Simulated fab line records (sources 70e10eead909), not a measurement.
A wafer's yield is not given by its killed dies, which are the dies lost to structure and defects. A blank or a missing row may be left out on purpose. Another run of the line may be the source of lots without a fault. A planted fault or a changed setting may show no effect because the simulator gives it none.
Which tool was responsible?    flow nand-harc    72 wafers from 24 lots sampled at 6 of the route's 1159 steps

== WHAT THE GAUGES SHOWED, per wafer ==
NHARC_A_BLC_CD_MEAS_10: target cd 100 nm.
lot   measured      on         cd-nm (nm)
L074  day 16 21:10  cd-sem-01  100.4 100.2 100.0
L075  day 17 13:48  cd-sem-01  99.3 100.0 101.2
L076  day 17 18:26  cd-sem-03  100.2 99.9 100.4
L077  day 17 19:02  cd-sem-03  99.3 100.3 100.4
L078  day 17 20:20  cd-sem-03  100.1 99.5 99.5
L079  day 18 05:32  cd-sem-03  100.0 99.9 100.1
L080  day 18 09:22  cd-sem-03  100.6 99.9 100.0
L081  day 18 17:38  cd-sem-01  101.6 101.3 101.6
L082  day 19 17:28  cd-sem-02  101.1 100.2 100.0
L083  day 19 18:06  cd-sem-01  100.0 100.3 100.8
L087  day 20 01:04  cd-sem-03  100.9 100.1 100.5
L084  day 20 05:08  cd-sem-01  99.9 100.7 100.5
L086  day 20 05:58  cd-sem-03  100.4 100.5 100.2
L085  day 20 12:28  cd-sem-03  100.0 100.4 99.9
L088  day 20 13:48  cd-sem-01  100.2 100.3 100.6
L090  day 21 07:25  cd-sem-02  100.9 101.1 100.7
L089  day 21 08:17  cd-sem-03  101.1 100.8 100.4
L093  day 21 22:58  cd-sem-03  99.6 99.2 99.1
L092  day 22 01:10  cd-sem-02  99.7 100.2 100.3
L094  day 22 07:44  cd-sem-01  99.8 100.2 100.3
L091  day 22 20:14  cd-sem-03  99.8 99.8 99.5
L096  day 22 21:00  cd-sem-01  100.2 100.0 100.0
L097  day 22 21:45  cd-sem-03  100.2 100.0 100.2
L095  day 23 01:43  cd-sem-02  100.2 100.2 100.9

NHARC_A_BONDPAD_INSPECT_23.
lot   measured      on                 raw-defect-count
L074  day 17 12:58  defect-inspect-01  496 365 345
L075  day 18 08:44  defect-inspect-02  663 521 431
L076  day 18 10:23  defect-inspect-01  497 742 603
L077  day 18 11:03  defect-inspect-01  287 317 456
L078  day 18 17:02  defect-inspect-02  355 329 725
L079  day 18 21:23  defect-inspect-02  328 332 436
L080  day 19 02:25  defect-inspect-02  316 370 441
L081  day 19 10:11  defect-inspect-01  440 456 548
L082  day 20 11:29  defect-inspect-01  642 508 417
L083  day 20 10:50  defect-inspect-02  282 336 289
L087  day 20 17:09  defect-inspect-02  424 334 665
L084  day 21 02:49  defect-inspect-02  378 497 466
L086  day 21 03:32  defect-inspect-01  415 403 414
L085  day 21 18:16  defect-inspect-01  374 783 712
L088  day 21 18:54  defect-inspect-02  385 405 362
L090  day 22 08:44  defect-inspect-01  397 396 453
L089  day 22 09:31  defect-inspect-01  524 539 477
L093  day 22 14:41  defect-inspect-01  483 444 329
L092  day 22 17:19  defect-inspect-01  408 467 473
L094  day 23 01:12  defect-inspect-02  319 413 459
L091  day 23 11:51  defect-inspect-02  477 594 511
L096  day 23 13:05  defect-inspect-01  408 473 512
L097  day 23 14:52  defect-inspect-02  536 469 591
L095  day 23 18:10  defect-inspect-02  439 364 484

== EACH LOT AND THE TOOL THAT RAN IT (in order: tool; ch and the chambers of the sampled wafers; start) ==
lot   NHARC_A_CONTACT_ETCH_135              NHARC_A_M0_DEGAS_28           NHARC_A_M0_ANNEAL_30              NHARC_A_BONDPAD_DEGAS_25
L074  har-cap-etch-02 ch 0,1, day 16 17:13  pvd-sputter-01, day 17 02:17  rtp-anneal-01 ch 0, day 17 03:05  pvd-sputter-03, day 17 11:20
L075  har-cap-etch-02 ch 0,1, day 17 02:43  pvd-sputter-03, day 17 22:15  rtp-anneal-01 ch 0, day 17 22:59  pvd-sputter-02, day 18 07:07
L076  har-cap-etch-02 ch 0,1, day 17 08:04  pvd-sputter-01, day 17 23:46  rtp-anneal-02 ch 0, day 18 00:37  pvd-sputter-03, day 18 08:47
L077  har-cap-etch-03 ch 0,1, day 17 10:11  pvd-sputter-02, day 18 00:20  rtp-anneal-02 ch 0, day 18 01:19  pvd-sputter-02, day 18 09:27
L078  har-cap-etch-01 ch 0,1, day 17 13:38  pvd-sputter-01, day 18 06:20  rtp-anneal-02 ch 0, day 18 07:06  pvd-sputter-03, day 18 15:23
L079  har-cap-etch-02 ch 0,1, day 18 01:20  pvd-sputter-02, day 18 10:41  rtp-anneal-02 ch 0, day 18 11:32  pvd-sputter-02, day 18 19:47
L080  har-cap-etch-03 ch 0,1, day 18 05:18  pvd-sputter-02, day 18 15:40  rtp-anneal-02 ch 0, day 18 16:29  pvd-sputter-03, day 19 00:48
L081  har-cap-etch-02 ch 0,1, day 18 11:10  pvd-sputter-03, day 18 23:52  rtp-anneal-01 ch 0, day 19 00:36  pvd-sputter-03, day 19 08:32
L082  har-cap-etch-02 ch 0,1, day 19 11:23  pvd-sputter-02, day 20 00:16  rtp-anneal-02 ch 0, day 20 01:20  pvd-sputter-02, day 20 09:50
L083  har-cap-etch-01 ch 0,1, day 19 12:47  pvd-sputter-03, day 20 00:07  rtp-anneal-01 ch 0, day 20 00:55  pvd-sputter-02, day 20 09:11
L087  har-cap-etch-01 ch 0,1, day 19 20:46  pvd-sputter-01, day 20 06:41  rtp-anneal-02 ch 0, day 20 07:34  pvd-sputter-02, day 20 15:31
L084  har-cap-etch-03 ch 0, day 20 00:25    pvd-sputter-01, day 20 16:30  rtp-anneal-02 ch 0, day 20 17:17  pvd-sputter-02, day 21 01:11
L086  har-cap-etch-03 ch 0,1, day 20 01:52  pvd-sputter-02, day 20 16:43  rtp-anneal-01 ch 0, day 20 17:34  pvd-sputter-01, day 21 01:39
L085  har-cap-etch-02 ch 1, day 20 02:35    pvd-sputter-03, day 21 07:49  rtp-anneal-01 ch 0, day 21 08:32  pvd-sputter-03, day 21 16:40
L088  har-cap-etch-01 ch 0,1, day 20 05:08  pvd-sputter-01, day 21 08:23  rtp-anneal-02 ch 0, day 21 09:17  pvd-sputter-02, day 21 17:16
L090  har-cap-etch-01 ch 0,1, day 20 14:58  pvd-sputter-02, day 21 22:10  rtp-anneal-02 ch 0, day 21 23:03  pvd-sputter-02, day 22 07:05
L089  har-cap-etch-03 ch 0,1, day 20 16:13  pvd-sputter-03, day 21 22:38  rtp-anneal-01 ch 0, day 21 23:26  pvd-sputter-03, day 22 07:32
L093  har-cap-etch-03 ch 0,1, day 21 15:32  pvd-sputter-01, day 22 04:20  rtp-anneal-01 ch 0, day 22 05:13  pvd-sputter-02, day 22 13:04
L092  har-cap-etch-02 ch 0,1, day 21 20:19  pvd-sputter-01, day 22 06:24  rtp-anneal-02 ch 0, day 22 07:08  pvd-sputter-02, day 22 15:40
L094  har-cap-etch-01 ch 0,1, day 22 03:01  pvd-sputter-03, day 22 14:37  rtp-anneal-02 ch 0, day 22 15:28  pvd-sputter-01, day 22 23:26
L091  har-cap-etch-03 ch 0,1, day 22 10:11  pvd-sputter-02, day 23 01:28  rtp-anneal-02 ch 0, day 23 02:18  pvd-sputter-02, day 23 10:13
L096  har-cap-etch-01 ch 0,1, day 22 11:07  pvd-sputter-02, day 23 02:12  rtp-anneal-02 ch 0, day 23 02:56  pvd-sputter-01, day 23 11:26
L097  har-cap-etch-03 ch 0,1, day 22 15:46  pvd-sputter-02, day 23 04:07  rtp-anneal-01 ch 0, day 23 05:13  pvd-sputter-01, day 23 13:16
L095  har-cap-etch-03 ch 0,1, day 22 21:32  pvd-sputter-01, day 23 07:13  rtp-anneal-01 ch 0, day 23 07:57  pvd-sputter-02, day 23 16:31
- NHARC_A_CONTACT_ETCH_135: etches the open film in C4F8/O2/Ar, time 132 s, target depth 1287 nm.
- NHARC_A_M0_DEGAS_28: time 60 s.
- NHARC_A_M0_ANNEAL_30: time 90 s.
- NHARC_A_BONDPAD_DEGAS_25: time 60 s.

== AS READ BY THE TOOLS THEMSELVES (means over the sampled wafers that have a number; for cases with no such wafer, the mark the record gives instead) ==
NHARC_A_M0_DEGAS_28.
lot   tool            heater-power-w (W)
L074  pvd-sputter-01  337
L075  pvd-sputter-03  333
L076  pvd-sputter-01  327
L077  pvd-sputter-02  310
L078  pvd-sputter-01  310
L079  pvd-sputter-02  321
L080  pvd-sputter-02  311
L081  pvd-sputter-03  329
L082  pvd-sputter-02  310
L083  pvd-sputter-03  327
L087  pvd-sputter-01  331
L084  pvd-sputter-01  317
L086  pvd-sputter-02  303
L085  pvd-sputter-03  344
L088  pvd-sputter-01  325
L090  pvd-sputter-02  327
L089  pvd-sputter-03  343
L093  pvd-sputter-01  314
L092  pvd-sputter-01  316
L094  pvd-sputter-03  336
L091  pvd-sputter-02  326
L096  pvd-sputter-02  306
L097  pvd-sputter-02  311
L095  pvd-sputter-01  310

NHARC_A_M0_ANNEAL_30.
lot   tool           anneal-temp-c-max  wafer_temp_C_max
L074  rtp-anneal-01  226.36             225.62
L075  rtp-anneal-01  225.84             225.90
L076  rtp-anneal-02  226.13             225.90
L077  rtp-anneal-02  226.28             225.88
L078  rtp-anneal-02  225.95             226.33
L079  rtp-anneal-02  226.08             225.90
L080  rtp-anneal-02  225.94             226.13
L081  rtp-anneal-01  225.98             225.92
L082  rtp-anneal-02  225.97             225.78
L083  rtp-anneal-01  225.81             225.98
L087  rtp-anneal-02  226.04             225.64
L084  rtp-anneal-02  226.15             225.83
L086  rtp-anneal-01  225.92             225.73
L085  rtp-anneal-01  226.12             225.98
L088  rtp-anneal-02  226.14             226.12
L090  rtp-anneal-02  226.55             225.83
L089  rtp-anneal-01  225.86             225.79
L093  rtp-anneal-01  226.08             226.12
L092  rtp-anneal-02  226.10             226.01
L094  rtp-anneal-02  226.17             226.13
L091  rtp-anneal-02  226.13             226.06
L096  rtp-anneal-02  226.12             226.08
L097  rtp-anneal-01  225.86             225.75
L095  rtp-anneal-01  225.92             226.17

NHARC_A_BONDPAD_DEGAS_25.
lot   tool            heater-power-w (W)
L074  pvd-sputter-03  463
L075  pvd-sputter-02  427
L076  pvd-sputter-03  461
L077  pvd-sputter-02  432
L078  pvd-sputter-03  453
L079  pvd-sputter-02  448
L080  pvd-sputter-03  459
L081  pvd-sputter-03  468
L082  pvd-sputter-02  433
L083  pvd-sputter-02  432
L087  pvd-sputter-02  430
L084  pvd-sputter-02  442
L086  pvd-sputter-01  443
L085  pvd-sputter-03  475
L088  pvd-sputter-02  431
L090  pvd-sputter-02  457
L089  pvd-sputter-03  485
L093  pvd-sputter-02  432
L092  pvd-sputter-02  419
L094  pvd-sputter-01  457
L091  pvd-sputter-02  453
L096  pvd-sputter-01  444
L097  pvd-sputter-01  452
L095  pvd-sputter-02  453

== THE ANSWER, worked out from the rows above alone ==
Rule: the lots themselves supply what counts as usual. The widest of any qualifying gaps counts: lots, ordered by their means at a reading, are off when they make up no more than a third of the lots, leave a main group of 4 or more, and stand apart from it by 3 or more times the standard deviation of that group's means. A main group is skipped when, at the precision printed for the reading in the tables above, its means are all equal. A lot without any number at a reading at which 4 lots or more have one is off too. Any other lot the step has rows for is counted as sound. Order of review: gauges by route order, followed by the tools' own readings, for which a lot's mean as printed above is used. At the first step where some lot is off, the reading lying furthest off is the one used; lots without a number count as furthest.
No lot is off on any of the readings shown, so nothing can be concluded from this.

== WHAT THE SIMULATOR PUT IN ==
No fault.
